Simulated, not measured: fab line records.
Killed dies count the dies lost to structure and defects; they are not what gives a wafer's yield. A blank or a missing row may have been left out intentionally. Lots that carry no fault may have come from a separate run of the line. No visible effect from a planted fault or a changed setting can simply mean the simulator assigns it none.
fab line records -- flow nand-harc -- part 2 of 2: steps 4 to 6 of 6
record: lots: 21, wafers: 63, last-day: 25
route steps=1159 shown A_STAIRCASE@623
lots that met no fault: from a run of the same line without faults
start-h: start of the lot's first displayed wafer, in hours after the record's first day -- wait-h: hours since the lot's step before -- " repeats the value in the row above -- L1.1+2: one row covering several wafers at once -- - no value, or no start given -- * or withheld: withheld -- < > ~ a bound
route shown NAME@n: a module of which the file shows steps, and the number in the route of the first -- usual: average and standard deviation across the fault-free wafers -- same: alike in all rows -- chamber/n: place in a boat -- sites: readings site by site -- _std_site: standard deviation across them -- _edge_site: mean of outer sites minus mean of inner sites -- radius-mm: how far each site lies from the wafer's centre -- mask NAME#n: copy n -- behind: tool/chamber where the wafer was last shaped -- hold: the reason the lot was held/the length of the hold in hours/how it ended -- device: the n, p or np transistor that did not switch -- end of line: the tests these same wafers got at the end of their route -- step lacking rows: just its recipe -- killed: count of dies lost to structure and defects at first sort (not the wafer's yield) -- map: shows each die of a wafer: x if killed, . if not, _ if none is there
set.NAME: the setting as run; set.NAME@STEP: as run at that earlier step -- model.NAME: the simulator's own value behind a step, which no gauge read
one table for each step of the route and one row for each wafer, over a sample of lots
services: from which hour (start-h, from the record's first day; less than 0 if before it) a tool's chamber was out of use, for how many hours, and why
== steps ==
step: NHARC_A_STAIRCASE_DESCUM_312
recipe: time-s: 3, o2-flow-sccm: 200, ar-flow-sccm: 0, bias-power-w: 0, chemistry: O2
usual: chamber-pressure-mTorr: 60.00/0.059, drypump-motor-current-A: 5.9/0.44, mfc-ar-sccm: 0.003/0.0066, oes-product-au: 0.999/0.013, rf-vpp-V: 57.6/0.85, showerhead-plenum-p-Torr: 1.88/0.089, throttle-valve-pct: 11.311/0.0098
lot.wafer,tool,chamber,start-h,wait-h,chamber-pressure-mTorr,drypump-motor-current-A,mfc-ar-sccm,oes-product-au,rf-hours-counter-h,rf-vpp-V,showerhead-plenum-p-Torr,throttle-valve-pct
L074.2,rie-diel-03,3,257.34,-,60.05,6.2,0,1.000,12,57.7,1.99,11.322
L074.1,rie-diel-03,1,257.34,-,60.01,6.4,0.021,1.004,12,57.6,1.86,11.298
L074.6,rie-diel-03,2,257.34,-,60.02,5.9,0,0.994,-,56.9,1.78,11.308
L075.2,rie-diel-03,1,266.30,-,59.89,6.4,0.021,0.991,14,56.4,1.86,11.308
L075.4,rie-diel-03,3,266.30,-,59.96,6.2,0,0.998,14,58.4,1.99,11.300
L075.5,rie-diel-03,1,266.30,-,60.01,6.4,0.021,0.998,-,58.1,1.86,11.306
L076.3,rie-diel-03,2,269.25,-,60.02,5.9,0,0.997,15,57.1,1.78,11.322
L076.1,rie-diel-03,3,269.25,-,59.97,6.2,0,0.993,14,56.9,1.99,11.308
L076.6,rie-diel-03,3,269.25,-,59.90,6.2,0,1.001,-,57.9,1.99,11.288
L077.4,rie-diel-13,3,272.36,-,60.05,6.1,0,0.993,51,57.4,1.78,11.312
L077.2,rie-diel-13,2,272.36,-,60.04,5.1,0,1.014,55,58.7,2.06,11.321
L077.6,rie-diel-13,0,272.36,-,59.91,5.9,0,0.985,-,57.7,1.91,11.305
L079.1,rie-diel-13,1,285.96,-,60.01,5.8,0,1.005,0,58.2,1.82,11.325
L079.3,rie-diel-13,2,285.96,-,60.03,5.2,0,0.991,0,58.2,2.06,11.328
L079.6,rie-diel-13,0,285.96,-,59.98,5.9,0,0.996,-,58.0,1.91,11.314
L081.4,rie-diel-13,1,299.24,-,59.99,5.8,0,1.007,7,56.8,1.82,11.315
L081.2,rie-diel-13,3,299.24,-,60.04,6.1,0,1.022,7,55.9,1.78,11.314
L081.5,rie-diel-13,0,299.24,-,60.01,5.9,0,0.981,-,57.0,1.90,11.304
L080.1,rie-diel-13,1,319.11,-,59.98,5.8,0,1.012,14,57.5,1.82,11.317
L080.6,rie-diel-13,3,319.11,-,59.99,6.1,0,1.027,-,56.6,1.77,11.327
L080.5,rie-diel-13,0,319.11,-,60.12,5.9,0,0.993,-,56.2,1.90,11.297
L084.2,rie-diel-03,3,319.74,-,59.97,6.2,0,0.995,33,58.7,1.99,11.302
L084.1,rie-diel-03,0,319.74,-,60.04,6.1,0,1.007,36,58.3,1.84,11.319
L084.6,rie-diel-03,2,319.74,-,60.05,5.9,0,0.997,-,58.7,1.78,11.303
L083.2,rie-diel-04,3,320.09,-,59.98,5.6,0.014,1.008,6,57.3,1.80,11.298
L083.3,rie-diel-04,0,320.09,-,60.03,6.7,0,0.991,5,57.5,1.95,11.331
L083.4,rie-diel-04,2,320.09,-,60.05,5.6,0.000,0.997,6,57.8,1.94,11.306
L082.4,rie-diel-03,3,320.95,-,60.01,6.2,0,0.990,33,58.5,1.99,11.312
L082.3,rie-diel-03,0,320.95,-,60.01,6.1,0,0.998,37,57.2,1.84,11.310
L082.1,rie-diel-03,1,320.95,-,59.98,6.3,0.021,1.004,35,57.8,1.85,11.299
L086.4,rie-diel-03,0,359.08,-,59.98,6.1,0,1.001,47,55.6,1.84,11.318
L086.2,rie-diel-03,1,359.08,-,60.02,6.4,0.021,1.009,46,57.1,1.85,11.317
L086.1,rie-diel-03,2,359.08,-,60.09,5.9,0,0.994,42,57.4,1.77,11.309
L088.4,rie-diel-04,0,360.67,-,59.92,6.7,0,0.985,20,57.2,1.94,11.329
L088.3,rie-diel-04,1,360.67,-,59.92,4.7,0.008,0.992,22,57.5,1.91,11.314
L088.1,rie-diel-04,2,360.67,-,59.92,5.6,0.000,0.981,20,58.4,1.94,11.317
L089.4,rie-diel-03,3,364.32,-,59.85,6.2,0,1.000,44,57.2,1.98,11.317
L089.2,rie-diel-03,1,364.32,-,59.97,6.4,0.021,0.999,48,57.9,1.85,11.314
L089.6,rie-diel-03,3,364.32,-,60.06,6.1,0,1.005,-,56.9,1.98,11.290
L091.1,rie-diel-13,1,366.03,-,60.07,5.8,0,1.010,23,57.8,1.82,11.317
L091.3,rie-diel-13,2,366.03,-,59.96,5.2,0,0.981,29,58.8,2.05,11.314
L091.5,rie-diel-13,1,366.03,-,60.06,5.8,0,1.003,-,57.0,1.82,11.303
L090.1,rie-diel-04,3,370.83,-,59.89,5.6,0.014,1.001,25,57.3,1.79,11.310
L090.4,rie-diel-04,1,370.83,-,59.94,4.7,0.008,0.993,28,57.4,1.90,11.321
L090.2,rie-diel-04,2,370.83,-,60.02,5.6,0.000,0.984,26,57.5,1.94,11.324
L092.2,rie-diel-13,2,374.60,-,60.05,5.2,0,0.999,33,59.3,2.05,11.296
L092.4,rie-diel-13,0,374.60,-,60.06,5.9,0,0.988,31,57.9,1.90,11.299
L092.5,rie-diel-13,1,374.60,-,60.04,5.8,0,1.009,-,56.9,1.82,11.309
L094.1,rie-diel-04,1,394.63,-,59.97,4.7,0.008,0.988,35,57.7,1.90,11.316
L094.3,rie-diel-04,2,394.63,-,60.00,5.6,0.000,0.990,34,58.7,1.93,11.296
L094.5,rie-diel-04,2,394.63,-,59.99,5.6,0.000,1.000,-,58.0,1.93,11.313
L093.3,rie-diel-13,0,394.83,-,59.87,5.9,0,0.986,36,57.9,1.89,11.296
L093.2,rie-diel-13,2,394.83,-,59.94,5.1,0,0.992,38,57.3,2.04,11.312
L093.5,rie-diel-13,1,394.83,-,60.06,5.8,0,1.002,-,57.5,1.81,11.307
L096.1,rie-diel-04,0,395.13,-,59.91,6.7,0,1.005,32,57.0,1.94,11.311
L096.5,rie-diel-04,3,395.13,-,59.89,5.6,0.014,1.010,-,58.8,1.79,11.323
L096.6,rie-diel-04,0,395.13,-,60.05,6.7,0,1.007,-,57.9,1.94,11.319
L095.1,rie-diel-13,2,397.46,-,60.00,5.2,0,0.996,39,57.6,2.04,11.306
L095.4,rie-diel-13,3,397.46,-,59.99,6.1,0,1.027,40,56.9,1.77,11.309
L095.6,rie-diel-13,1,397.46,-,60.00,5.8,0,1.003,-,56.9,1.81,11.317
L097.2,rie-diel-03,2,404.60,-,60.11,5.9,0,1.010,2,57.6,2.08,11.319
L097.4,rie-diel-03,0,404.60,-,60.02,6.1,0,1.011,3,57.7,1.83,11.327
L097.5,rie-diel-03,2,404.60,-,59.97,5.9,0,1.012,-,60.1,2.08,11.306
step: NHARC_A_STAIRCASE_CMP_450
recipe: target-thk-nm: 200, material: SiO2
usual: motor-current-A: 12.0/0.94
lot.wafer,tool,chamber,start-h,wait-h,motor-current-A
L074.1,cmp-02,1,298.43,-,10.1
L074.2,cmp-02,2,298.43,-,12.2
L074.6,cmp-02,1,298.43,-,10.5
L076.1,cmp-03,2,320.06,-,12.0
L076.3,cmp-03,3,320.06,-,12.6
L076.6,cmp-03,2,320.06,-,10.7
L075.2,cmp-02,2,320.14,-,12.3
L075.4,cmp-02,3,320.14,-,13.4
L075.5,cmp-02,2,320.14,-,12.6
L077.4,cmp-03,0,329.69,-,11.0
L077.2,cmp-03,1,329.69,-,11.3
L077.6,cmp-03,1,329.69,-,10.6
L079.3,cmp-02,0,336.79,-,12.6
L079.1,cmp-02,2,336.79,-,12.2
L079.6,cmp-02,1,336.79,-,10.5
L081.2,cmp-03,2,340.94,-,11.8
L081.4,cmp-03,3,340.94,-,12.6
L081.5,cmp-03,1,340.94,-,11.1
L084.2,cmp-02,3,366.01,-,13.8
L084.1,cmp-02,1,366.01,-,10.7
L084.6,cmp-02,3,366.01,-,12.4
L080.1,cmp-03,3,366.57,-,12.2
L080.6,cmp-03,3,366.57,-,11.9
L080.5,cmp-03,0,366.57,-,10.6
L083.4,cmp-04,2,366.86,-,11.1
L083.2,cmp-04,3,366.86,-,12.9
L083.3,cmp-04,0,366.86,-,12.2
L082.3,cmp-03,2,368.46,-,11.6
L082.1,cmp-03,0,368.46,-,10.3
L082.4,cmp-03,1,368.46,-,11.7
L088.4,cmp-04,2,405.05,-,11.4
L088.3,cmp-04,3,405.05,-,14.0
L088.1,cmp-04,1,405.05,-,11.6
L091.3,cmp-02,2,405.17,-,12.6
L091.1,cmp-02,3,405.17,-,13.2
L091.5,cmp-02,1,405.17,-,10.3
L089.2,cmp-04,1,406.47,-,12.0
L089.4,cmp-04,3,406.47,-,13.1
L089.6,cmp-04,1,406.47,-,12.4
L086.2,cmp-04,3,406.62,-,13.4
L086.4,cmp-04,0,406.62,-,12.0
L086.1,cmp-04,2,406.62,-,10.7
L090.4,cmp-02,0,420.54,-,12.6
L090.2,cmp-02,2,420.54,-,12.1
L090.1,cmp-02,3,420.54,-,12.8
L092.4,cmp-02,1,420.72,-,10.9
L092.2,cmp-02,0,420.72,-,13.3
L092.5,cmp-02,1,420.72,-,10.8
L096.1,cmp-03,1,442.16,-,11.1
L096.5,cmp-03,0,442.16,-,10.6
L096.6,cmp-03,1,442.16,-,12.1
L094.1,cmp-04,1,442.68,-,12.3
L094.3,cmp-04,3,442.68,-,12.6
L094.5,cmp-04,1,442.68,-,11.9
L093.3,cmp-02,3,442.70,-,12.8
L093.2,cmp-02,0,442.70,-,13.1
L093.5,cmp-02,0,442.70,-,12.9
L097.2,cmp-03,1,449.17,-,11.2
L097.4,cmp-03,2,449.17,-,11.5
L097.5,cmp-03,3,449.17,-,13.0
L095.4,cmp-04,1,449.29,-,12.4
L095.1,cmp-04,0,449.29,-,13.0
L095.6,cmp-04,2,449.29,-,11.0
step: NHARC_A_STAIRCASE_CMP_472
recipe: material: SiO2
usual: motor-current-A: 12.0/0.88
lot.wafer,tool,chamber,start-h,wait-h,motor-current-A
L074.1,cmp-02,2,300.12,0.3,12.1
L074.2,cmp-02,1,300.12,0.3,10.9
L074.6,cmp-02,3,300.12,0.3,12.4
L076.1,cmp-03,3,321.52,0.2,12.9
L076.3,cmp-03,2,321.52,0.2,11.4
L076.6,cmp-03,3,321.52,0.2,12.1
L075.4,cmp-04,2,321.70,0.1,11.4
L075.2,cmp-04,3,321.70,0.1,13.0
L075.5,cmp-04,2,321.70,0.1,11.0
L077.4,cmp-03,2,331.16,0.1,12.1
L077.2,cmp-03,3,331.16,0.1,12.7
L077.6,cmp-03,1,331.16,0.1,11.2
L079.1,cmp-02,0,338.38,0.2,12.3
L079.3,cmp-02,1,338.38,0.2,10.5
L079.6,cmp-02,1,338.38,0.2,10.6
L081.4,cmp-04,1,342.48,0.2,11.5
L081.2,cmp-04,0,342.48,0.2,13.0
L081.5,cmp-04,2,342.48,0.2,11.2
L084.1,cmp-02,0,367.51,0.3,13.2
L084.2,cmp-02,1,367.51,0.3,11.8
L084.6,cmp-02,2,367.51,0.3,12.4
L080.1,cmp-02,1,368.10,0.3,10.5
L080.5,cmp-02,2,368.10,0.3,12.9
L080.6,cmp-02,3,368.10,0.3,12.3
L083.3,cmp-02,1,368.31,0.2,10.7
L083.2,cmp-02,2,368.31,0.2,12.7
L083.4,cmp-02,0,368.31,0.2,13.0
L082.3,cmp-04,3,369.93,0.2,13.2
L082.1,cmp-04,0,369.93,0.2,12.9
L082.4,cmp-04,2,369.93,0.2,11.4
L088.3,cmp-03,3,406.56,0.2,12.0
L088.1,cmp-03,0,406.56,0.2,10.4
L088.4,cmp-03,2,406.56,0.2,11.5
L091.1,cmp-02,1,406.68,0.3,10.7
L091.3,cmp-02,0,406.68,0.3,12.9
L091.5,cmp-02,2,406.68,0.3,12.4
L089.2,cmp-04,0,407.94,0.2,12.6
L089.4,cmp-04,3,407.94,0.2,13.6
L089.6,cmp-04,1,407.94,0.2,12.1
L086.2,cmp-02,0,408.10,0.2,12.9
L086.4,cmp-02,2,408.10,0.2,12.6
L086.1,cmp-02,3,408.10,0.2,13.6
L092.2,cmp-04,2,422.23,0.3,11.6
L092.4,cmp-04,3,422.23,0.3,12.4
L092.5,cmp-04,1,422.23,0.3,11.8
L090.2,cmp-03,0,422.25,0.3,11.1
L090.1,cmp-03,1,422.25,0.3,11.1
L090.4,cmp-03,2,422.25,0.3,12.0
L096.1,cmp-02,2,443.71,0.3,12.1
L096.5,cmp-02,3,443.71,0.3,12.9
L096.6,cmp-02,0,443.71,0.3,12.5
L094.3,cmp-03,0,444.14,0.2,10.3
L094.1,cmp-03,1,444.14,0.2,11.3
L094.5,cmp-03,0,444.14,0.2,11.2
L093.2,cmp-04,1,444.54,0.2,11.5
L093.3,cmp-04,3,444.54,0.2,13.1
L093.5,cmp-04,0,444.54,0.2,12.6
L097.4,cmp-04,0,450.93,0.2,11.7
L097.2,cmp-04,1,450.93,0.2,12.2
L097.5,cmp-04,3,450.93,0.2,13.4
L095.1,cmp-02,1,450.99,0.2,11.1
L095.4,cmp-02,2,450.99,0.2,12.5
L095.6,cmp-02,1,450.99,0.2,11.3
== services ==
tool,chamber,start-h,hours,kind
cmp-02,-,220.39,1.6,repair
cmp-02,-,226.50,4.0,pm
cmp-04,-,231.60,0.8,repair
cmp-03,-,243.69,2.8,repair
cmp-03,-,254.00,4.0,pm
rie-diel-13,-,276.36,9.0,pm
rie-diel-04,0,281.10,27.7,repair
cmp-02,-,285.34,0.7,repair
rie-diel-04,3,289.98,12.9,repair
rie-diel-04,-,290.56,9.0,pm
cmp-02,-,301.02,0.5,repair
cmp-04,-,301.07,4.0,pm
cmp-02,-,324.50,4.0,pm
cmp-02,-,345.18,5.6,repair
cmp-04,-,360.95,0.3,repair
rie-diel-03,1,373.11,22.4,repair
cmp-02,-,387.00,2.2,repair
rie-diel-03,-,392.36,9.0,pm
rie-diel-04,-,398.54,0.6,repair
cmp-04,-,399.07,4.0,pm
rie-diel-04,-,410.76,0.4,repair
rie-diel-04,-,419.95,9.6,repair
cmp-02,-,422.50,4.0,pm
rie-diel-04,0,440.68,14.4,repair
